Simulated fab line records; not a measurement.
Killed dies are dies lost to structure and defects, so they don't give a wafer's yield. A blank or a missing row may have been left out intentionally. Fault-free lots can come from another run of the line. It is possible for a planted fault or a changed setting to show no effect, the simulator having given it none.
fab line records ; flow nand-harc
record: lots: 14; wafers: 42; last-day: 32
route steps=1302 shown A_ONON_D2@550 A_CHANNEL_HOLE_D2@579
lots that met no fault: taken from a fault-free run of the same line
start-h: start of the lot's first displayed wafer, in hours after the record's first day ; wait-h: how many hours have passed since the lot's step before this one ; " repeats the value in the row above ; L1.1+2: a row that stands for several wafers ; - no value, or no start given ; * or withheld: withheld ; < > ~ a bound
route shown NAME@n: names a module that has steps shown in the file, with the first one's number in the route ; usual: mean and standard deviation over wafers with no fault ; same: alike in all rows ; chamber/n: place in a boat ; sites: per-site readings ; _std_site: their standard deviation ; _edge_site: inner sites' mean taken away from outer sites' mean ; radius-mm: for every site, how far away it sits from the centre of the wafer ; mask NAME#n: copy n ; behind: the most recent tool/chamber to have shaped the wafer ; hold: the reason the lot was held/the length of the hold in hours/how it ended ; device: transistor that didn't switch, given as n, p or np ; end of line: tests of these same wafers at the route's end ; a step without rows: its recipe alone ; killed: the dies lost at the first sort to structure and to defects; this is not the yield of the wafer ; map: shows each die of a wafer: x if killed, . if not, _ if none is there
set.NAME: the setting that was run; set.NAME@STEP: the one run at that earlier step ; model.NAME: the simulator's own value behind a step, which no gauge read
a sample of lots followed through the steps of the route, with each step as a table and each wafer as a row
services: when a tool's chamber went out of use (start-h, in hours from the record's first day, below 0 if earlier), for how many hours, and the reason
== steps ==
step: NHARC_A_ONON_D2_THK_MEAS_08
recipe: thk-meas-gauge: ellipsometry
usual: thk-nm: 1001/11
lot.wafer;tool;chamber;start-h;wait-h;thk-nm
L154.2;film-metro-01;-;282.79;-;998
L154.3;film-metro-01;-;282.79;-;997
L154.6;film-metro-01;-;282.79;-;996
L155.1;film-metro-02;-;282.82;-;1014
L155.3;film-metro-02;-;282.82;-;1014
L155.6;film-metro-02;-;282.82;-;1014
L157.1;film-metro-02;-;313.08;-;1009
L157.3;film-metro-02;-;313.08;-;1010
L157.5;film-metro-02;-;313.08;-;1008
L158.1;film-metro-01;-;324.09;-;1010
L158.2;film-metro-01;-;324.09;-;1009
L158.5;film-metro-01;-;324.09;-;1011
L161.1;film-metro-02;-;331.77;-;1009
L161.2;film-metro-02;-;331.77;-;1010
L161.6;film-metro-02;-;331.77;-;1008
L159.1;film-metro-01;-;331.77;-;994
L159.3;film-metro-01;-;331.77;-;993
L159.4;film-metro-01;-;331.77;-;994
L162.1;film-metro-02;-;357.75;-;994
L162.4;film-metro-02;-;357.75;-;995
L162.5;film-metro-02;-;357.75;-;990
L163.4;film-metro-01;-;377.12;-;1010
L163.5;film-metro-01;-;377.12;-;1010
L163.6;film-metro-01;-;377.12;-;1008
L164.2;film-metro-01;-;377.33;-;997
L164.4;film-metro-01;-;377.33;-;998
L164.5;film-metro-01;-;377.33;-;997
L165.1;film-metro-01;-;380.25;-;998
L165.2;film-metro-01;-;380.25;-;999
L165.6;film-metro-01;-;380.25;-;998
L167.1;film-metro-01;-;415.36;-;988
L167.5;film-metro-01;-;415.36;-;987
L167.6;film-metro-01;-;415.36;-;990
L168.1;film-metro-02;-;415.48;-;1020
L168.3;film-metro-02;-;415.48;-;1017
L168.5;film-metro-02;-;415.48;-;1019
L169.3;film-metro-01;-;437.22;-;992
L169.5;film-metro-01;-;437.22;-;993
L169.6;film-metro-01;-;437.22;-;991
L175.1;film-metro-01;-;488.51;-;1018
L175.2;film-metro-01;-;488.51;-;1019
L175.3;film-metro-01;-;488.51;-;1017
step: NHARC_A_ONON_D2_INSPECT_32
usual: raw-defect-count: 390/130
lot.wafer;tool;chamber;start-h;wait-h;raw-defect-count
L154.2;defect-inspect-02;-;294.61;0.0;451
L154.3;defect-inspect-02;-;294.61;0.0;417
L154.6;defect-inspect-02;-;294.61;0.0;455
L155.1;defect-inspect-01;-;294.62;0.0;320
L155.3;defect-inspect-01;-;294.62;0.0;650
L155.6;defect-inspect-01;-;294.62;0.0;605
L157.1;defect-inspect-01;-;324.41;0.0;268
L157.3;defect-inspect-01;-;324.41;0.0;400
L157.5;defect-inspect-01;-;324.41;0.0;260
L158.1;defect-inspect-01;-;335.49;0.0;267
L158.2;defect-inspect-01;-;335.49;0.0;365
L158.5;defect-inspect-01;-;335.49;0.0;396
L159.1;defect-inspect-02;-;343.08;0.0;225
L159.3;defect-inspect-02;-;343.08;0.0;222
L159.4;defect-inspect-02;-;343.08;0.0;295
L161.1;defect-inspect-01;-;343.43;0.0;379
L161.2;defect-inspect-01;-;343.43;0.0;327
L161.6;defect-inspect-01;-;343.43;0.0;526
L162.1;defect-inspect-02;-;369.08;0.0;460
L162.4;defect-inspect-02;-;369.08;0.0;451
L162.5;defect-inspect-02;-;369.08;0.0;599
L164.2;defect-inspect-01;-;390.47;0.0;566
L164.4;defect-inspect-01;-;390.47;0.0;520
L164.5;defect-inspect-01;-;390.47;0.0;796
L163.4;defect-inspect-01;-;390.48;0.0;277
L163.5;defect-inspect-01;-;390.48;0.0;363
L163.6;defect-inspect-01;-;390.48;0.0;333
L165.1;defect-inspect-02;-;390.61;0.0;541
L165.2;defect-inspect-02;-;390.61;0.0;416
L165.6;defect-inspect-02;-;390.61;0.0;319
L167.1;defect-inspect-02;-;428.63;0.0;224
L167.5;defect-inspect-02;-;428.63;0.0;208
L167.6;defect-inspect-02;-;428.63;0.0;269
L168.1;defect-inspect-01;-;428.65;0.0;404
L168.3;defect-inspect-01;-;428.65;0.0;391
L168.5;defect-inspect-01;-;428.65;0.0;259
L169.3;defect-inspect-01;-;448.85;0.0;461
L169.5;defect-inspect-01;-;448.85;0.0;341
L169.6;defect-inspect-01;-;448.85;0.0;357
L175.1;defect-inspect-02;-;499.81;0.0;323
L175.2;defect-inspect-02;-;499.81;0.0;400
L175.3;defect-inspect-02;-;499.81;0.0;328
step: NHARC_A_CHANNEL_HOLE_D2_EXPOSE_07
recipe: na: 1.35; target-cd-nm: 100; sigma-outer: 0.3; dose-mj: 59.65; mask-id: HOLE_D2
usual: exposure-dose-mJ-cm2: 59.62/0.062; focus-offset-nm: 0.0/0.57
lot.wafer;tool;chamber;start-h;wait-h;mask;exposure-dose-mJ-cm2;focus-offset-nm
L154.2;arfi-scanner-01;0;297.08;-;HOLE_D2#0;59.63;-0.6
L154.3;arfi-scanner-01;0;297.08;-;HOLE_D2#0;59.65;-0.7
L154.6;arfi-scanner-01;0;297.08;-;HOLE_D2#0;59.68;-0.3
L155.1;arfi-scanner-03;0;297.37;-;HOLE_D2#0;59.48;0.5
L155.3;arfi-scanner-03;0;297.37;-;HOLE_D2#0;59.57;0.1
L155.6;arfi-scanner-03;0;297.37;-;HOLE_D2#0;59.58;0.1
L157.1;arfi-scanner-02;0;327.06;-;HOLE_D2#0;59.58;-1.2
L157.3;arfi-scanner-02;0;327.06;-;HOLE_D2#0;59.56;-1.2
L157.5;arfi-scanner-02;0;327.06;-;HOLE_D2#0;59.62;-0.5
L158.1;arfi-scanner-01;0;338.06;-;HOLE_D2#0;59.64;0.3
L158.2;arfi-scanner-01;0;338.06;-;HOLE_D2#0;59.65;0.5
L158.5;arfi-scanner-01;0;338.06;-;HOLE_D2#0;59.63;0.4
L159.1;arfi-scanner-02;0;345.84;-;HOLE_D2#0;59.59;1.4
L159.3;arfi-scanner-02;0;345.84;-;HOLE_D2#0;59.71;0.5
L159.4;arfi-scanner-02;0;345.84;-;HOLE_D2#0;59.64;0.7
L161.1;arfi-scanner-02;0;346.22;-;HOLE_D2#0;59.60;0.4
L161.2;arfi-scanner-02;0;346.22;-;HOLE_D2#0;59.63;0.4
L161.6;arfi-scanner-02;0;346.22;-;HOLE_D2#0;59.66;-0.9
L162.1;arfi-scanner-01;0;372.59;-;HOLE_D2#0;59.68;0.3
L162.4;arfi-scanner-01;0;372.59;-;HOLE_D2#0;59.68;1.2
L162.5;arfi-scanner-01;0;372.59;-;HOLE_D2#0;59.66;-0.1
L163.4;arfi-scanner-03;0;393.06;-;HOLE_D2#0;59.50;0.2
L163.5;arfi-scanner-03;0;393.06;-;HOLE_D2#0;59.52;-0.2
L163.6;arfi-scanner-03;0;393.06;-;HOLE_D2#0;59.53;0.2
L164.2;arfi-scanner-01;0;393.20;-;HOLE_D2#0;59.63;-1.3
L164.4;arfi-scanner-01;0;393.20;-;HOLE_D2#0;59.68;-1.1
L164.5;arfi-scanner-01;0;393.20;-;HOLE_D2#0;59.66;-1.3
L165.1;arfi-scanner-03;0;393.35;-;HOLE_D2#0;59.61;0.1
L165.2;arfi-scanner-03;0;393.35;-;HOLE_D2#0;59.54;1.1
L165.6;arfi-scanner-03;0;393.35;-;HOLE_D2#0;59.55;-0.2
L167.1;arfi-scanner-03;0;437.62;-;HOLE_D2#0;59.62;0.4
L167.5;arfi-scanner-03;0;437.62;-;HOLE_D2#0;59.59;-0.4
L167.6;arfi-scanner-03;0;437.62;-;HOLE_D2#0;59.64;0.2
L168.1;arfi-scanner-02;-;439.31;-;HOLE_D2#0;-;-
L168.3;arfi-scanner-02;-;439.31;-;HOLE_D2#0;-;-
L168.5;arfi-scanner-02;-;439.31;-;HOLE_D2#0;-;-
L169.3;arfi-scanner-01;-;452.16;-;HOLE_D2#0;-;-
L169.5;arfi-scanner-01;-;452.16;-;HOLE_D2#0;-;-
L169.6;arfi-scanner-01;-;452.16;-;HOLE_D2#0;-;-
L175.1;arfi-scanner-02;0;505.88;-;HOLE_D2#0;59.68;1.2
L175.2;arfi-scanner-02;0;505.88;-;HOLE_D2#0;59.64;0.2
L175.3;arfi-scanner-02;0;505.88;-;HOLE_D2#0;59.59;0.6
step: NHARC_A_CHANNEL_HOLE_D2_ETCH_39
recipe: target-depth-a: 2600; over-etch-frac: 0.3; time-s: 325; ion-energy-ev: 200; n2-flow-sccm: 150; h2-flow-sccm: 150; ar-flow-sccm: 0; rf-w: 400; bias-w: 150; chemistry: N2/H2
usual: drypump-motor-current-A: 5.5/0.55; oes-product-au: 1.002/0.0096; rf-vpp-V: 430.7/2.1; showerhead-plenum-p-Torr: 2.05/0.073; throttle-valve-pct: 14.171/0.0088
lot.wafer;tool;chamber;start-h;wait-h;drypump-motor-current-A;oes-product-au;rf-hours-counter-h;rf-vpp-V;showerhead-plenum-p-Torr;throttle-valve-pct
L154.2;rie-diel-13;1;-;-;5.1;0.995;7;428.0;2.01;14.172
L154.3;rie-diel-13;3;-;-;5.6;0.997;3;431.1;2.06;14.166
L154.6;rie-diel-13;0;-;-;5.0;0.986;-;430.4;2.05;14.181
L155.1;rie-diel-09;2;-;-;6.3;0.983;9;432.6;2.09;14.183
L155.3;rie-diel-09;0;-;-;5.9;1.001;8;432.7;2.16;14.177
L155.6;rie-diel-09;2;-;-;6.3;0.988;-;431.5;2.09;14.173
L157.1;rie-diel-13;2;-;-;6.5;0.993;8;432.1;2.08;14.167
L157.3;rie-diel-13;1;-;-;5.1;1.003;9;429.2;2.01;14.168
L157.5;rie-diel-13;2;-;-;6.5;0.993;-;431.4;2.08;14.172
L158.1;rie-diel-06;3;-;-;4.8;1.006;1;429.4;1.99;14.163
L158.2;rie-diel-06;1;-;-;4.8;1.007;1;432.5;2.10;14.169
L158.5;rie-diel-06;3;-;-;4.8;1.006;-;427.4;1.99;14.177
L159.3;rie-diel-09;0;-;-;5.9;0.998;0;435.2;2.16;14.163
L159.4;rie-diel-09;1;-;-;6.1;1.006;0;427.0;1.92;14.177
L159.1;rie-diel-09;3;-;-;5.5;0.994;0;431.2;2.06;14.162
L161.2;rie-diel-09;1;-;-;6.0;0.997;1;428.2;1.92;14.170
L161.1;rie-diel-09;3;-;-;5.5;0.995;1;429.7;2.06;14.168
L161.6;rie-diel-09;1;-;-;6.0;1.011;-;428.1;1.92;14.156
L162.1;rie-diel-06;3;-;-;4.8;1.022;4;429.0;1.98;14.175
L162.4;rie-diel-06;2;-;-;5.3;1.015;-;434.8;2.17;14.163
L162.5;rie-diel-06;1;-;-;4.8;1.010;-;432.2;2.10;14.186
L163.4;rie-diel-13;0;-;-;5.0;1.009;1;431.1;2.05;14.175
L163.5;rie-diel-13;2;-;-;6.5;1.009;-;432.0;2.08;14.170
L163.6;rie-diel-13;3;-;-;5.6;1.008;-;431.9;2.06;14.174
L164.2;rie-diel-06;1;-;-;4.8;0.995;5;431.0;2.10;14.176
L164.5;rie-diel-06;3;-;-;4.8;1.017;-;427.5;1.98;14.164
L164.4;rie-diel-06;0;-;-;5.4;0.987;-;428.8;1.96;14.179
L165.1;rie-diel-06;1;-;-;4.8;1.014;6;432.2;2.10;14.175
L165.2;rie-diel-06;3;-;-;4.8;1.015;5;428.9;1.98;14.167
L165.6;rie-diel-06;1;-;-;4.8;1.007;-;431.0;2.10;14.172
L167.1;rie-diel-06;2;-;-;5.3;1.000;6;433.7;2.17;14.160
L167.6;rie-diel-06;3;-;-;4.8;1.017;-;428.4;1.98;14.160
L167.5;rie-diel-06;0;-;-;5.4;1.006;-;427.1;1.96;14.169
L168.3;rie-diel-13;3;-;-;5.6;1.000;4;428.9;2.05;14.177
L168.1;rie-diel-13;2;-;-;6.5;0.997;5;430.0;2.08;14.167
L168.5;rie-diel-13;0;-;-;5.0;0.994;-;430.4;2.05;14.181
L169.3;rie-diel-06;2;-;-;5.3;1.005;6;433.0;2.17;14.162
L169.6;rie-diel-06;3;-;-;4.8;1.017;-;428.1;1.98;14.180
L169.5;rie-diel-06;0;-;-;5.4;1.001;-;427.1;1.96;14.170
L175.1;rie-diel-13;1;-;-;5.1;0.993;9;431.0;2.01;14.154
L175.3;rie-diel-13;3;-;-;5.6;0.997;8;429.7;2.05;14.180
L175.2;rie-diel-13;0;-;-;5.0;0.999;8;429.1;2.05;14.161
== services ==
tool;chamber;start-h;hours;kind
rie-diel-06;-;307.22;9.0;pm
rie-diel-09;-;307.35;0.5;repair
arfi-scanner-02;-;312.00;4.0;pm
rie-diel-09;-;320.44;9.0;pm
arfi-scanner-01;-;327.31;8.3;repair
arfi-scanner-03;-;338.93;0.8;repair
rie-diel-13;-;342.32;9.0;pm
arfi-scanner-01;-;344.40;2.3;repair
rie-diel-13;1;359.08;5.3;repair
arfi-scanner-02;-;367.03;10.2;repair
arfi-scanner-03;-;368.00;4.0;pm
rie-diel-06;0;370.52;2.8;repair
rie-diel-13;3;377.40;12.9;repair
rie-diel-06;3;382.67;8.1;repair
rie-diel-06;2;387.62;29.1;repair
arfi-scanner-02;-;414.16;2.3;repair
rie-diel-09;1;417.17;2.6;repair
arfi-scanner-01;-;424.00;4.0;pm
rie-diel-09;3;442.98;19.6;repair
arfi-scanner-01;-;473.52;1.3;repair
arfi-scanner-02;-;484.00;4.0;pm
rie-diel-06;-;484.22;9.0;pm
rie-diel-09;-;491.68;1.0;repair
rie-diel-13;1;496.24;3.4;repair
== key ==
first-sign: step: NHARC_A_CHANNEL_HOLE_D2_EXPOSE_07; reading: tool-record; direction: missing
effect none on later readings
met-at NHARC_A_CHANNEL_HOLE_D2_EXPOSE_07
struck-lots L168,L169
later-rows-left-out L168.1,L168.3,L168.5,L169.3,L169.5,L169.6
sort-left-out L168.1,L168.3,L168.5,L169.3,L169.5,L169.6
tester-left-out L168,L169
not-acting-at NHARC_A_ONON_D2_THK_MEAS_08,NHARC_A_ONON_D2_INSPECT_32,NHARC_A_CHANNEL_HOLE_D2_ETCH_39
onset-between 393.20 439.31
fault: kind: skipped-step-whole; tool: arfi-scanner-01,arfi-scanner-02; chamber: -; onset-h: 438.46; steps: NHARC_A_CHANNEL_HOLE_D2_EXPOSE_07; scope: struck-lots-only
tester-left-out: of these lots the tester's yield and bins aren't shown, on N5 and GAA mostly nor the transistor test; their killed dies are dies lost to structure and defects alone, not to doping, threshold or leakage, so they don't give the yield
sort-left-out: the simulated sort isn't trusted on such a fault, so these wafers' sort isn't shown, and their yield isn't known
later-rows-left-out: the simulator's readings of these wafers behind a module that went badly wrong aren't trusted and aren't shown, but for the sort
